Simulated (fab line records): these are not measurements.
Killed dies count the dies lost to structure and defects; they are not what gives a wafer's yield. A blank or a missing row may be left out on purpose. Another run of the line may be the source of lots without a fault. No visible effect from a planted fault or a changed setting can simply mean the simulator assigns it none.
Matching of chambers + flow n5-finfet + N5_BEOL_M3_CO_CAP_55 on cvd-co-02 has 3 sister chambers
The step material Co, precursor CCTBA/H2, target thk 2 nm, time 102.1 s. 6 wafers are shown with their chamber, then 12 later ones without.

== WAFERS PAIRED WITH THEIR CHAMBERS ==
| wafer  | chamber | heater-power-w (W) |
|--------|---------|--------------------|
| L080.5 | 0       | 274                |
| L089.3 | 1       | 183                |
| L089.5 | 2       | 194                |
| L090.4 | 2       | 188                |
| L090.5 | 1       | 192                |
| L090.6 | 0       | 267                |

== WAFERS WITH NO CHAMBER GIVEN ==
| wafer  | heater-power-w (W) |
|--------|--------------------|
| L091.2 | 272                |
| L091.4 | 184                |
| L091.6 | 198                |
| L093.2 | 194                |
| L093.4 | 186                |
| L093.5 | 277                |
| L094.1 | 185                |
| L094.4 | 182                |
| L094.5 | 192                |
| L096.2 | 185                |
| L096.4 | 188                |
| L096.5 | 179                |

== EACH ONE'S CHAMBER ==
| wafer  | from the rows above     | in truth |
|--------|-------------------------|----------|
| L091.2 | 0                       | 0        |
| L091.4 | can't be placed: 1 or 2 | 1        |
| L091.6 | can't be placed: 2 or 1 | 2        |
| L093.2 | can't be placed: 2 or 1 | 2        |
| L093.4 | can't be placed: 1 or 2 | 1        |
| L093.5 | 0                       | 0        |
| L094.1 | can't be placed: 1 or 2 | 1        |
| L094.4 | can't be placed: 1 or 2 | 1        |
| L094.5 | can't be placed: 2 or 1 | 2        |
| L096.2 | can't be placed: 1 or 2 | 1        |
| L096.4 | can't be placed: 1 or 2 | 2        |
| L096.5 | can't be placed: 1 or 2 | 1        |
Correctly placed: 2 of 12. Can't be placed from these rows: 10 (the true chamber is among the candidates in 10). Placed wrongly: 0.
How it was worked out, from the rows above alone: a wafer's distance from a chamber is the root of the sum, over the readings, of the square of ((its reading less the chamber's mean) divided by the reading's scatter). If the next closest chamber is less than 2 further off than the closest, the wafer can't be placed; otherwise it belongs to the closest. A chamber's mean is the mean of its shown wafers. The scatter is the square root of a quotient: the sum, over the shown wafers, of each reading's squared deviation from its chamber's mean, divided by wafers minus chambers.
